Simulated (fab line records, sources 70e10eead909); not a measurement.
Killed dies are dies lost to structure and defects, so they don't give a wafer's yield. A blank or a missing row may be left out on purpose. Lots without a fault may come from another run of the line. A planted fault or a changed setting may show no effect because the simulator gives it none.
A struck lot beside a sound one | flow nand_harc | 14 steps out of a route of 1159
Sound: wafers L183.1, L183.3, L183.4. Struck: wafer L194.1. (L194.2, L194.4 of the same lot were not struck and are left out.) The cause comes at the end.
At each step with rows: each side's tool, then ch and its chambers, then its first start. Under that, the readings that differ: sound wafers | struck wafers | difference of the means | sigmas: that difference in standard deviations of wafers without a fault.
alike: readings whose means differ by less than 2 such deviations, and words and numbers that are the same on both sides. not compared: withheld readings, readings that some wafer has no value for, bounds like >300 that may hide the same value, and numbers for which the record gives no deviation and whose values overlap.
The two part at a step that has a row with sigmas, a row that says differs or no value, or rows on one side only. Numbers that don't overlap but have no deviation are shown without sigmas and don't part them. A reading that every wafer of one side lacks parts them only if that side has two wafers or more.

first, 1 step without rows for these wafers: NHARC_A_STAIRCASE_HARDBAKE_10 (time 140 s).
NHARC_A_STAIRCASE_DESCUM_11: chemistry O2, time 3 s.
  sound on rie_diel-02 ch 1,2,3, day 11 06:44; struck on rie_diel-12 ch 3, day 14 17:52
  reading                | sound    | struck | difference | sigmas
  rf_hours_counter_h (h) | 30 33 32 | 43     | +11        |
  alike: drypump_motor_current_A, oes_product_au, rf_vpp_V, showerhead_plenum_p_Torr, throttle_valve_pct
then, 1 step without rows for these wafers: NHARC_A_STAIRCASE_TRIM_12 (chemistry O2, time 211.2 s).
NHARC_A_STAIRCASE_ETCH_13: etches the open film in C4F8/O2, target depth 100 nm, time 40.5 s.
  sound on rie_diel-02 ch 0,2,3; struck on rie_diel-12 ch 0
  reading                | sound       | struck | difference | sigmas
  rf_hours_counter_h (h) | 31 34 29    | 44     | +13        |
  rf_vpp_V (V)           | 889 895 890 | 905    | +14        | +2
  alike: bias_w, oes_product_au
then, 2 steps without rows for these wafers: NHARC_A_STAIRCASE_TRIM_14 (chemistry O2, time 211.2 s); NHARC_A_STAIRCASE_ETCH_15 (etches the open film in C4F8/O2, target depth 100 nm, time 40.5 s).
NHARC_A_STAIRCASE_TRIM_16: chemistry O2, time 211.2 s.
  sound on rie_diel-02 ch 0,1,3; struck on rie_diel-12 ch 1
  reading                         | sound                | struck | difference | sigmas
  rf_hours_counter_h (h)          | 31 32 29             | 42     | +11        |
  showerhead_plenum_p_Torr (Torr) | 3.32 3.32 3.34       | 3.75   | +0.42      | +3
  throttle_valve_pct (%)          | 17.048 17.033 17.035 | 17.058 | +0.019     | +2
  alike: drypump_motor_current_A, oes_product_au, rf_vpp_V
then, 1 step without rows for these wafers: NHARC_A_STAIRCASE_ETCH_17 (etches the open film in C4F8/O2, target depth 100 nm, time 40.5 s).
NHARC_A_STAIRCASE_TRIM_18: chemistry O2, time 211.2 s.
  sound on rie_diel-02 ch 1,2,3; struck on rie_diel-12 ch 2
  reading                | sound                | struck | difference | sigmas
  rf_hours_counter_h (h) | 31 32 34             | 43     | +11        |
  throttle_valve_pct (%) | 17.044 17.049 17.026 | 17.017 | -0.023     | -2
  alike: drypump_motor_current_A, oes_product_au, rf_vpp_V, showerhead_plenum_p_Torr
NHARC_A_STAIRCASE_ETCH_19: etches the open film in C4F8/O2, target depth 100 nm, time 40.5 s.
  sound on rie_diel-02 ch 0,1,2; struck on rie_diel-12 ch 0
  reading                | sound             | struck | difference | sigmas
  oes_product_au (a.u.)  | 0.929 0.941 0.929 | 0.912  | -0.021     | -2
  rf_hours_counter_h (h) | 30 32 34          | 44     | +12        |
  rf_vpp_V (V)           | 890 889 894       | 903    | +12        | +2
  alike: bias_w
then, 1 step without rows for these wafers: NHARC_A_STAIRCASE_TRIM_20 (chemistry O2, time 211.2 s).
NHARC_A_STAIRCASE_ETCH_21: etches the open film in C4F8/O2, target depth 100 nm, time 40.5 s.
  sound on rie_diel-05 ch 0,1,3, day 11 08:13; struck on rie_diel-05 ch 0, day 14 20:07
  reading                | sound             | struck | difference | sigmas
  oes_product_au (a.u.)  | 0.973 0.973 0.956 | 0.783  | -0.184     | -14
  rf_hours_counter_h (h) | 25 27 21          | 61     | +37        |
  alike: bias_w, rf_vpp_V
then, 1 step without rows for these wafers: NHARC_A_STAIRCASE_TRIM_22 (chemistry O2, time 211.2 s).
-- the record jumps here: 8 days lie between the struck wafers' starts before and after (it left off in module A_STAIRCASE and takes up again in module END, whose first step shown is number 1159 of the route) --
NHARC_END_SORT_01:
  the record has rows for the struck wafers here (prober-01 ch 0, day 23 02:06) and none for the sound ones

WHERE THEY PART
First at NHARC_A_STAIRCASE_ETCH_13; last, within this record, at NHARC_END_SORT_01.

WHY: what the simulator had put in
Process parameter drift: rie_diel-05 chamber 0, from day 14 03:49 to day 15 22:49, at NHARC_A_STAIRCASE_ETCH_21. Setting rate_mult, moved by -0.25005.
